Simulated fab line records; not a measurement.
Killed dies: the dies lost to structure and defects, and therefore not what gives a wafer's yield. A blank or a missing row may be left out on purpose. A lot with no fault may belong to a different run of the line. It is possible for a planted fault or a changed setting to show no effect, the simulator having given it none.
fab line records	flow n5Finfet
[record] lots = 7	wafers = 21
route steps=1938 shown BEOL_M11@1588 BEOL_M12@1639 BEOL_M13@1694 BEOL_M15@1773
startH: hours from the record's opening day to when the first of the lot's shown wafers began	waitH: how many hours have passed since the lot's step before this one	" same as the row above	L1.1+2: a single row standing in for several wafers	- either no value or no given start	* or withheld: withheld	< > ~ a bound
route shown NAME@n: a module of which the file shows steps, and the number in the route of the first	usual: mean/standard deviation of fault-free wafers	same: alike in all rows	chamber/n: place in a boat	sites: readings site by site	_std_site: how widely they spread, as a standard deviation	_edge_site: outer sites' mean less inner sites'	radiusMm: for every site, how far away it sits from the centre of the wafer	mask NAME#n: copy n	behind: the tool/chamber that last shaped the wafer	hold: cause of the lot's hold/its duration in hours/its outcome	device: which transistor (n, p or np) failed to switch	end of line: tests of these same wafers at the route's end	where a step has no rows: the recipe by itself	killed: dies that structure and defects cost at the first sort, which is not the same as the wafer's yield	map: a wafer's dies, marking killed ones x, the rest . and places with no die _
set.NAME: the run value of the setting; set.NAME@STEP: its run value at that earlier step	model.NAME: the simulator's own value behind a step, which no gauge read
lots where settings were altered on purpose, with a table for each step and a row for each wafer
[[steps]]
[step N5_BEOL_M11_DEGAS_44]
[recipe] ambient = vacuum	tempC = 250	timeS = 60
lot.wafer	tool	chamber	startH	waitH	set.tempC
L079.1+3+5	pvdSputter-03	-	258.32	0.7	250
L082.1+2+4	pvdSputter-03	-	273.40	0.5	257.7
L083.1+3+6	pvdSputter-02	-	286.21	0.3	250
L089.3+5+6	pvdSputter-03	-	318.54	0.6	250
L090.2+3	pvdSputter-01	-	337.06	0.7	250
L090.4	"	-	"	"	258
L094.2	pvdSputter-01	-	338.50	0.3	250
L094.3+5	"	-	"	"	255.9
L095.1+3	pvdSputter-02	-	350.68	0.8	250
L095.4	"	-	"	"	259.4
[step N5_BEOL_M11_PRE_CLEAN_45]
[recipe] gas = H2/He	timeS = 30	tempC = 250
[step N5_BEOL_M11_ALD_74]
[recipe] material = TaN	targetThkA = 20	tempC = 275	aldPrecursorFamily = PDMAT	aldCoReactant = NH3	pressureTorr = 3	carrierFlowSccm = 1500	pulseTimeS = 2	purgeTimeS = 3	coReactantPurgeTimeS = 2	coReactantPulseTimeS = 3	aldCycles = 40	precursorVesselTempC = 75	precursorVesselPressureTorr = 26.25	precursorVesselCarrierSccm = 1000
[step N5_BEOL_M11_ECD_50]
[recipe] material = Cu	targetThkA = 3180
[step N5_BEOL_M11_ANNEAL_51]
[recipe] tempC = 225	timeS = 90	ambient = N2
[step N5_BEOL_M11_CMP_52]
[recipe] stopOn = SiCOH_lowk	tOverpolishS = 7	downForcePsi = 1	platenRpm = 50	clearingPlatenDownForcePsi = 1.5	clearingPlatenRpm = 50	postCmpClean = cuAlkaline	targetThkNm = 140	clearingPlatenPadVelocityMS = 0.99484	padVelocityMS = 0.99484
lot.wafer	tool	chamber	startH	waitH	set.timeS@BEOL_M11_TRENCH_ETCH_37	model.Cu_of_BEOL_M11_ECD_50.thkNm
L079.3	cmp-02	1	259.82	0.2	48	133.8
L079.1	"	2	"	"	48	134.6
L079.5	"	0	"	"	55.41	167.6
L082.2	cmp-02	0	275.03	0.2	48	141.8
L082.1	"	1	"	"	48	131.4
L082.4	"	3	"	"	48	133.2
L083.1	cmp-03	0	287.73	0.3	48	140.8
L083.3	"	2	"	"	48	133.6
L083.6	"	3	"	"	48	133.4
L089.3	cmp-04	1	320.06	0.2	48	142.8
L089.6	"	0	"	"	55.69	168.8
L089.5	"	1	"	"	48	135.2
L090.3	cmp-02	3	339.14	0.2	43.13	128.4
L090.4	"	0	"	"	43.13	119.4
L090.2	"	1	"	"	48	132.2
L094.3	cmp-04	1	341.59	0.2	48	134.6
L094.2	"	3	"	"	48	138.4
L094.5	"	1	"	"	48	134
L095.3	cmp-02	0	352.65	0.2	48	142
L095.4	"	1	"	"	41.95	116.2
L095.1	"	2	"	"	41.95	114.2
[step N5_BEOL_M11_THK_MEAS_53]
[recipe] thkMeasGauge = xrf	reads = Cu_of_BEOL_M11_ECD_50
[usual] M11_THK = 141/5
lot.wafer	tool	chamber	startH	waitH	set.timeS@BEOL_M11_TRENCH_ETCH_37	M11_THK[nm]
L079.1	filmMetro-02	-	260.04	-	48	140
L079.3	"	-	"	"	48	139
L079.5	"	-	"	"	55.41	174
L082.1	filmMetro-02	-	275.32	-	48	134
L082.2	"	-	"	"	48	145
L082.4	"	-	"	"	48	136
L083.1	filmMetro-01	-	287.98	-	48	143
L083.3	"	-	"	"	48	135
L083.6	"	-	"	"	48	135
L089.3	filmMetro-01	-	320.32	-	48	145
L089.5	"	-	"	"	48	137
L089.6	"	-	"	"	55.69	171
L090.2	filmMetro-02	-	339.43	-	48	134
L090.3	"	-	"	"	43.13	131
L090.4	"	-	"	"	43.13	122
L094.2	filmMetro-01	-	341.85	-	48	141
L094.3	"	-	"	"	48	137
L094.5	"	-	"	"	48	136
L095.1	filmMetro-01	-	352.91	-	41.95	116
L095.3	"	-	"	"	48	145
L095.4	"	-	"	"	41.95	118
[step N5_BEOL_M11_PRE_CLEAN_55]
[recipe] gas = NH3	timeS = 15	tempC = withheld	rfPowerW = 300
[step N5_BEOL_M11_DEP_56]
[recipe] material = SiCN	targetThkA = 300	tempC = withheld	precursor = 3MS/NH3	pressureTorr = 3	rfW = 675	timeS = 10.5
[step N5_BEOL_M11_RS_MEAS_57]
[recipe] thkMeasGauge = four-point-probe	reads = Cu_of_BEOL_M11_ECD_50+Co_of_BEOL_M11_CVD_75+TaN_of_BEOL_M11_ALD_74
[usual] M11_RS = 0.153/0.0059
lot.wafer	tool	chamber	startH	waitH	set.timeS@BEOL_M11_TRENCH_ETCH_37	M11_RS[ohm/sq]
L079.1	filmMetro-01	-	260.19	0.1	48	0.158
L079.3	"	-	"	"	48	0.159
L079.5	"	-	"	"	55.41	0.124
L082.1	filmMetro-01	-	275.44	0.0	48	0.162
L082.2	"	-	"	"	48	0.148
L082.4	"	-	"	"	48	0.159
L083.1	filmMetro-02	-	288.11	0.0	48	0.150
L083.3	"	-	"	"	48	0.159
L083.6	"	-	"	"	48	0.159
L089.3	filmMetro-02	-	320.45	0.0	48	0.148
L089.5	"	-	"	"	48	0.157
L089.6	"	-	"	"	55.69	0.123
L090.2	filmMetro-01	-	339.56	0.0	48	0.160
L090.3	"	-	"	"	43.13	0.166
L090.4	"	-	"	"	43.13	0.180
L094.2	filmMetro-01	-	341.97	0.0	48	0.153
L094.3	"	-	"	"	48	0.157
L094.5	"	-	"	"	48	0.158
L095.1	filmMetro-01	-	353.03	0.0	41.95	0.189
L095.3	"	-	"	"	48	0.148
L095.4	"	-	"	"	41.95	0.185
[step N5_BEOL_M12_TRENCH_ETCH_34]
[recipe] chemistry = C4F8/O2/Ar	target = SiOC	targetDepthA = 3189.5	maskMaterial = SOC	pressureMtorr = 30	sourceW = 3000	biasW = 700	Ar_flow_sccm = 400	C4F8_flow_sccm = 15	O2_flow_sccm = 8	heInnerTorr = 15	heOuterTorr = 30	timeS = 125.5	ionEnergyEv = 250
lot.wafer	tool	chamber	startH	waitH	set.timeS	model.etch.depthNm
L079.1	rieDiel-05	1	262.18	0.0	101	254
L079.3	"	3	"	"	125.5	311.1
L079.5	"	3	"	"	101	250
L082.1	rieDiel-03	2	277.89	0.0	153.7	393.7
L082.2	"	0	"	"	153.7	401.2
L082.4	"	0	"	"	125.5	330.1
L083.1	rieDiel-03	3	290.29	0.0	125.5	310.6
L083.3	"	2	"	"	125.5	320.4
L083.6	"	2	"	"	125.5	318.3
L089.3	rieDiel-06	3	322.92	0.0	125.5	318.7
L089.5	"	3	"	"	125.5	320.7
L089.6	"	2	"	"	125.5	323.6
L090.2	rieDiel-03	0	341.82	0.0	125.5	324.4
L090.3	"	3	"	"	125.5	316
L090.4	"	1	"	"	109.8	289.1
L094.2	rieDiel-06	0	343.96	0.0	104.1	265.5
L094.3	"	1	"	"	104.1	264.4
L094.5	"	1	"	"	125.5	318.1
L095.1	rieDiel-03	1	355.14	0.0	125.5	329.2
L095.3	"	0	"	"	125.5	321.1
L095.4	"	3	"	"	125.5	309.1
[step N5_BEOL_M12_STRIP_70]
[recipe] chemistry = C4F8/O2/Ar	resist = SiARC	rfFrequencyHz = 6e+07
[step N5_BEOL_M12_OCD_MEAS_35]
[usual] trenchDepthNm = 321/5.3
lot.wafer	tool	chamber	startH	waitH	set.timeS@BEOL_M12_TRENCH_ETCH_34	trenchDepthNm
L079.1	ocd-01	-	262.33	0.0	101	254
L079.3	"	-	"	"	125.5	311
L079.5	"	-	"	"	101	250
L082.1	ocd-02	-	278.05	0.0	153.7	394
L082.2	"	-	"	"	153.7	401
L082.4	"	-	"	"	125.5	330
L083.1	ocd-01	-	290.45	0.0	125.5	311
L083.3	"	-	"	"	125.5	320
L083.6	"	-	"	"	125.5	318
L089.3	ocd-02	-	323.08	0.0	125.5	319
L089.5	"	-	"	"	125.5	321
L089.6	"	-	"	"	125.5	324
L090.2	ocd-01	-	341.98	0.0	125.5	325
L090.3	"	-	"	"	125.5	316
L090.4	"	-	"	"	109.8	289
L094.2	ocd-02	-	344.11	0.0	104.1	266
L094.3	"	-	"	"	104.1	265
L094.5	"	-	"	"	125.5	318
L095.1	ocd-02	-	355.29	0.0	125.5	329
L095.3	"	-	"	"	125.5	321
L095.4	"	-	"	"	125.5	309
[step N5_BEOL_M12_SPUTTER_45]
[recipe] material = Cu	targetThkA = 800	tempC = -20	biasV = 60	powerW = 26000	chamberPressurePa = 0.13	timeS = 13.33
lot.wafer	tool	chamber	startH	waitH	set.timeS
L079.1+5	pvdSputter-02	-	263.84	0.0	13.33
L079.3	"	-	"	"	12.61
L082.1+4	pvdSputter-02	-	279.02	0.0	13.33
L082.2	"	-	"	"	11.57
L083.1+3+6	pvdSputter-01	-	295.56	0.0	13.33
L089.3+5+6	pvdSputter-01	-	324.32	0.0	13.33
L090.2+4	pvdSputter-03	-	342.66	0.0	13.33
L090.3	"	-	"	"	14.64
L094.2+3+5	pvdSputter-01	-	346.71	0.0	13.33
L095.1	pvdSputter-02	-	356.13	0.0	13.33
L095.3+4	"	-	"	"	14.11
[step N5_BEOL_M12_ECD_47]
[recipe] material = Cu	targetThkA = 7200
[step N5_BEOL_M12_ANNEAL_48]
[recipe] tempC = 225	timeS = 90	ambient = N2
[step N5_BEOL_M12_CMP_49]
[recipe] stopOn = SiOC	tOverpolishS = 20.6	downForcePsi = 1	platenRpm = 50	clearingPlatenDownForcePsi = 1.5	clearingPlatenRpm = 50	postCmpClean = cuAlkaline	targetThkNm = 320	clearingPlatenPadVelocityMS = 0.99484	padVelocityMS = 0.99484
lot.wafer	tool	chamber	startH	waitH	set.timeS@BEOL_M12_TRENCH_ETCH_34	model.Cu_of_BEOL_M12_ECD_47.thkNm
L079.1	cmp-02	0	264.45	0.3	101	255.2
L079.3	"	1	"	"	125.5	-
L079.5	"	3	"	"	101	250.2
L082.2	cmp-03	2	280.08	0.2	153.7	-
L082.1	"	3	"	"	153.7	396.2
L082.4	"	0	"	"	125.5	328.6
L083.3	cmp-03	2	296.16	0.2	125.5	320.4
L083.1	"	0	"	"	125.5	310.4
L083.6	"	1	"	"	125.5	318.8
L089.3	cmp-01	2	324.88	0.2	125.5	319
L089.5	"	2	"	"	125.5	322
L089.6	"	3	"	"	125.5	328.2
L090.2	cmp-01	3	343.23	0.2	125.5	328
L090.4	"	0	"	"	109.8	289.4
L090.3	"	1	"	"	125.5	-
L094.2	cmp-02	1	347.28	0.2	104.1	265.6
L094.3	"	0	"	"	104.1	268.2
L094.5	"	2	"	"	125.5	319
L095.4+3	cmp-03	1,0	356.70	0.1	125.5	-
L095.1	"	2	"	"	125.5	331.2
[step N5_BEOL_M12_PRE_CLEAN_52]
[recipe] gas = NH3	timeS = 15	tempC = withheld	rfPowerW = 300
[step N5_BEOL_M12_DEP_53]
[recipe] material = SiCN	targetThkA = 300	tempC = withheld	precursor = 3MS/NH3	pressureTorr = 3	rfW = 675	timeS = 10.5
[step N5_BEOL_M12_RS_MEAS_54]
[recipe] thkMeasGauge = four-point-probe	reads = Cu_of_BEOL_M12_ECD_47+Ta_of_BEOL_M12_SPUTTER_44+TaN_of_BEOL_M12_SPUTTER_43
[usual] M12_RS = 0.0596/0.0011
lot.wafer	tool	chamber	startH	waitH	set.timeS@BEOL_M12_TRENCH_ETCH_34	M12_RS[ohm/sq]
L079.1	filmMetro-02	-	264.83	0.0	101	0.0760
L079.3	"	-	"	"	125.5	0.0620
L079.5	"	-	"	"	101	0.0781
L082.1	filmMetro-02	-	280.47	0.0	153.7	0.0483
L082.2	"	-	"	"	153.7	0.0475
L082.4	"	-	"	"	125.5	0.0586
L083.1	filmMetro-02	-	296.54	0.0	125.5	0.0621
L083.3	"	-	"	"	125.5	0.0602
L083.6	"	-	"	"	125.5	0.0604
L089.3	filmMetro-02	-	325.30	0.0	125.5	0.0603
L089.5	"	-	"	"	125.5	0.0597
L089.6	"	-	"	"	125.5	0.0586
L090.2	filmMetro-01	-	343.65	0.0	125.5	0.0586
L090.3	"	-	"	"	125.5	0.0601
L090.4	"	-	"	"	109.8	0.0666
L094.2	filmMetro-02	-	347.73	0.1	104.1	0.0731
L094.3	"	-	"	"	104.1	0.0723
L094.5	"	-	"	"	125.5	0.0603
L095.1	filmMetro-01	-	357.12	0.0	125.5	0.0579
L095.3	"	-	"	"	125.5	0.0599
L095.4	"	-	"	"	125.5	0.0619
[step N5_BEOL_M13_ETCH_68]
[recipe] chemistry = N2/H2	target = SOC	maskMaterial = SiARC	sourceW = 3000	biasW = 350	tempC = 40	timeS = 355	ionEnergyEv = 200	pressureMtorr = 30	n2FlowSccm = 200	h2FlowSccm = 200
lot.wafer	tool	chamber	startH	waitH	set.timeS	model.SiARC_of_BEOL_M13_COAT_66.thkNm
L079.1	rieDiel-02	2	266.70	0.1	326.3	79
L079.3	"	3	"	"	326.3	79.8
L079.5	"	2	"	"	355	75.8
L082.1	rieDiel-04	1	283.68	0.1	355	76.8
L082.2	"	3	"	"	355	76.2
L082.4	"	1	"	"	355	76.6
L083.1	rieDiel-02	2	298.32	0.1	355	76.2
L083.3	"	0	"	"	355	77
L083.6	"	2	"	"	355	76.4
L089.3	rieDiel-02	2	327.07	0.1	355	76.4
L089.5	"	0	"	"	355	77.2
L089.6	"	3	"	"	396.6	75.2
L090.2	rieDiel-04	1	345.51	0.1	355	78.6
L090.3	"	3	"	"	396.8	73.2
L090.4	"	1	"	"	355	78
L094.2	rieDiel-04	0	349.71	0.1	355	78.4
L094.3	"	1	"	"	418.7	71.8
L094.5	"	2	"	"	355	77.2
L095.1	rieDiel-01	1	359.48	0.1	355	77.8
L095.3	"	2	"	"	355	77.6
L095.4	"	0	"	"	355	76.2
[step N5_BEOL_M15_ILD_DEP_00]
[recipe] material = SiO2	targetThkA = 16293	tempC = 400	precursor = TEOS/O2	pressureTorr = 6.5	rfW = 900	teosFlowSccm = 161.4	gas = O2	flowSccm = 2650	timeS = 346.1
lot.wafer	tool	chamber	startH	waitH	set.timeS	model.SiO2_of_BEOL_M15_ILD_DEP_00.thkNm
L079.1	pecvd-04	0	275.25	0.0	346.1	1618
L079.3	"	1	"	"	346.1	1596
L079.5	"	1	"	"	346.1	1619
L082.1	pecvd-04	0	295.41	0.0	346.1	1601
L082.2	"	2	"	"	346.1	1573
L082.4	"	0	"	"	324.1	1529
L083.1	pecvd-03	1	310.02	0.0	346.1	1649
L083.3	"	2	"	"	346.1	1646
L083.6	"	0	"	"	346.1	1631
L089.3	pecvd-04	0	337.11	0.0	377.7	1773
L089.5	"	0	"	"	377.7	1803
L089.6	"	1	"	"	346.1	1633
L090.2	pecvd-04	0	353.60	0.0	346.1	1633
L090.3	"	2	"	"	310.7	1470
L090.4	"	1	"	"	346.1	1649
L094.2	pecvd-03	1	359.84	0.0	315.6	1496
L094.3	"	0	"	"	315.6	1453
L094.5	"	0	"	"	346.1	1610
L095.1	pecvd-04	0	369.10	0.0	302.8	1407
L095.3	"	2	"	"	302.8	1393
L095.4	"	0	"	"	346.1	1609
[step N5_BEOL_M15_THK_MEAS_01]
[recipe] reads = SiO2_of_BEOL_M15_ILD_DEP_00
[usual] M15_ILD_THK = 1622/24
lot.wafer	tool	chamber	startH	waitH	set.timeS@BEOL_M15_ILD_DEP_00	M15_ILD_THK[nm]
L079.1	filmMetro-01	-	275.50	0.1	346.1	1619
L079.3	"	-	"	"	346.1	1595
L079.5	"	-	"	"	346.1	1620
L082.1	filmMetro-01	-	295.76	0.2	346.1	1601
L082.2	"	-	"	"	346.1	1572
L082.4	"	-	"	"	324.1	1529
L083.1	filmMetro-02	-	310.27	0.1	346.1	1648
L083.3	"	-	"	"	346.1	1644
L083.6	"	-	"	"	346.1	1631
L089.3	filmMetro-02	-	337.36	0.1	377.7	1773
L089.5	"	-	"	"	377.7	1803
L089.6	"	-	"	"	346.1	1633
L090.2	filmMetro-01	-	353.85	0.1	346.1	1633
L090.3	"	-	"	"	310.7	1470
L090.4	"	-	"	"	346.1	1650
L094.2	filmMetro-02	-	360.09	0.1	315.6	1495
L094.3	"	-	"	"	315.6	1454
L094.5	"	-	"	"	346.1	1610
L095.1	filmMetro-01	-	369.35	0.1	302.8	1406
L095.3	"	-	"	"	302.8	1393
L095.4	"	-	"	"	346.1	1608
[step N5_BEOL_M15_COAT_58]
[recipe] resist = BARC	tempC = 205	timeS = 60	spinRpm = 1500	resistThkNm = 89
lot.wafer	tool	chamber	startH	waitH	set.spinRpm	model.BARC_of_BEOL_M15_COAT_58.thkNm
L079.1	lithoTrack-02	0	275.54	0.0	1603	86.8
L079.3	"	0	"	"	1603	86.4
L079.5	"	0	"	"	1500	89.4
L082.1	lithoTrack-01	0	295.80	0.0	1624	85
L082.2	"	0	"	"	1500	88.4
L082.4	"	0	"	"	1624	85.2
L083.1+3+6	lithoTrack-02	0	310.30	0.0	1500	89.2
L089.3	lithoTrack-02	0	337.39	0.0	1500	89.8
L089.5+6	"	0	"	"	1500	89.6
L090.2	lithoTrack-01	0	353.88	0.0	1454	90.6
L090.3	"	0	"	"	1454	90.8
L090.4	"	0	"	"	1500	89.6
L094.2	lithoTrack-01	0	360.12	0.0	1362	93.2
L094.3	"	0	"	"	1500	88.8
L094.5	"	0	"	"	1500	88.6
L095.1+3	lithoTrack-02	0	369.38	0.0	1441	91.4
L095.4	"	0	"	"	1441	91
[step N5_BEOL_M15_COAT_04]
[recipe] spinRpm = 1704	resistThkNm = 800
[step N5_BEOL_M15_EBR_06]
[recipe] solvent = PGMEA	ebrWidthMm = 1.5
[step N5_BEOL_M15_DESCUM_15]
[recipe] chemistry = O2	timeS = 7.9	sourcePowerW = 50	biasPowerW = 20	pressureMtorr = 20	rfFrequencyHz = 2.712e+07	tempC = 40	o2FlowSccm = 225
[step N5_BEOL_M15_ETCH_59]
[recipe] chemistry = N2/H2	target = BARC	targetDepthA = 890	overetchA = 267	timeS = 67.9	ionEnergyEv = 200	pressureMtorr = 30	sourceW = 840	biasW = 150	n2FlowSccm = 200	h2FlowSccm = 200
lot.wafer	tool	chamber	startH	waitH	set.spinRpm@BEOL_M15_COAT_58	model.etch.depthNm
L079.1	rieDiel-04	2	276.06	0.0	1603	86.85
L079.3	"	1	"	"	1603	86.48
L079.5	"	3	"	"	1500	89.49
L082.1	rieDiel-04	2	296.33	0.0	1624	85.1
L082.2	"	3	"	"	1500	88.43
L082.4	"	0	"	"	1624	85.2
L083.1	rieDiel-01	2	310.82	0.0	1500	89.11
L083.3	"	3	"	"	1500	89.28
L083.6	"	2	"	"	1500	89.2
L089.3	rieDiel-04	1	337.92	0.0	1500	89.71
L089.5	"	2	"	"	1500	89.59
L089.6	"	3	"	"	1500	89.57
L090.2	rieDiel-01	3	354.28	0.0	1454	90.61
L090.3	"	0	"	"	1454	90.72
L090.4	"	1	"	"	1500	89.55
L094.2	rieDiel-02	2	360.51	0.0	1362	93.18
L094.3	"	3	"	"	1500	88.84
L094.5	"	3	"	"	1500	88.66
L095.1	rieDiel-04	3	369.90	0.0	1441	91.5
L095.3	"	1	"	"	1441	91.46
L095.4	"	2	"	"	1441	90.96
[step N5_BEOL_M15_VIA_ETCH_16]
[recipe] chemistry = C4F8/O2/Ar	target = SiO2	heInnerTorr = 15	heOuterTorr = 30	targetDepthA = 17922	timeS = withheld	ionEnergyEv = 800	pressureMtorr = 20	sourceW = 1905	biasW = 2040	Ar_flow_sccm = 400	C4F8_flow_sccm = 16	O2_flow_sccm = 12	ends = cleared
lot.wafer	tool	chamber	startH	waitH	set.timeS@BEOL_M15_ILD_DEP_00	model.etch.depthNm	model.coat_of_BEOL_M15_COAT_04.thkNm
L079.1	rieDiel-04	2	276.11	0.0	*	1618	342
L079.3	"	1	"	"	*	1596	336.8
L079.5	"	3	"	"	*	1619	332.8
L082.1	rieDiel-04	3	296.38	0.0	*	1601	339.2
L082.2	"	0	"	"	*	1573	347.8
L082.4	"	2	"	"	*	1529	356
L083.1	rieDiel-01	2	310.87	0.0	*	1649	323
L083.3	"	3	"	"	*	1646	340.8
L083.6	"	2	"	"	*	1631	330.2
L089.3	rieDiel-04	0	337.97	0.0	*	1773	304.2
L089.5	"	2	"	"	*	1803	297.6
L089.6	"	3	"	"	*	1633	330.2
L090.2	rieDiel-01	3	354.33	0.0	*	1633	340.2
L090.3	"	0	"	"	*	1470	363.8
L090.4	"	1	"	"	*	1649	335.4
L094.2	rieDiel-02	2	360.57	0.0	*	1496	368.6
L094.3	"	3	"	"	*	1453	372.4
L094.5	"	3	"	"	*	1610	335
L095.1	rieDiel-04	3	369.95	0.0	*	1407	377.8
L095.3	"	1	"	"	*	1393	380.6
L095.4	"	2	"	"	*	1609	339.8
[[key]]
[split] step = N5_BEOL_M11_DEGAS_44	setting = tempC	stated = 250	by = wafer
response none clear
[split] step = N5_BEOL_M12_TRENCH_ETCH_34	setting = timeS	stated = 125.5	by = wafer
[response] step = N5_BEOL_M12_TRENCH_ETCH_34	reading = model.etch.depthNm	change = +2.97	per = 1%	r = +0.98
[response] step = N5_BEOL_M12_OCD_MEAS_35	reading = trenchDepthNm	change = +2.98	per = 1%	r = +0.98
[response] step = N5_BEOL_M12_CMP_49	reading = model.Cu_of_BEOL_M12_ECD_47.thkNm	change = +3.04	per = 1%	r = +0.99
[response] step = N5_BEOL_M12_RS_MEAS_54	reading = M12_RS	change = -0.000627	per = 1%	r = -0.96
[split] step = N5_BEOL_M12_SPUTTER_45	setting = timeS	stated = 13.33	by = wafer
response none clear
[split] step = N5_BEOL_M13_ETCH_68	setting = timeS	stated = 355	by = wafer
[response] step = N5_BEOL_M13_ETCH_68	reading = model.SiARC_of_BEOL_M13_COAT_66.thkNm	change = -0.325	per = 1%	r = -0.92
[split] step = N5_BEOL_M15_ILD_DEP_00	setting = timeS	stated = 346.1	by = wafer
[response] step = N5_BEOL_M15_ILD_DEP_00	reading = model.SiO2_of_BEOL_M15_ILD_DEP_00.thkNm	change = +15.9	per = 1%	r = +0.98
[response] step = N5_BEOL_M15_THK_MEAS_01	reading = M15_ILD_THK	change = +15.8	per = 1%	r = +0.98
[response] step = N5_BEOL_M15_VIA_ETCH_16	reading = model.etch.depthNm	change = +15.9	per = 1%	r = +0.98
[response] step = N5_BEOL_M15_VIA_ETCH_16	reading = model.coat_of_BEOL_M15_COAT_04.thkNm	change = -3.07	per = 1%	r = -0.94
[split] step = N5_BEOL_M15_COAT_58	setting = spinRpm	stated = 1500	by = wafer
[response] step = N5_BEOL_M15_COAT_58	reading = model.BARC_of_BEOL_M15_COAT_58.thkNm	change = -0.436	per = 1%	r = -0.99
[response] step = N5_BEOL_M15_ETCH_59	reading = model.etch.depthNm	change = -0.433	per = 1%	r = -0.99
split outsideThisFile step=N5_BEOL_M11_TRENCH_ETCH_37 setting=timeS
// split outsideThisFile: this setting was split too, and the file shows its column; the key of that split is in another file
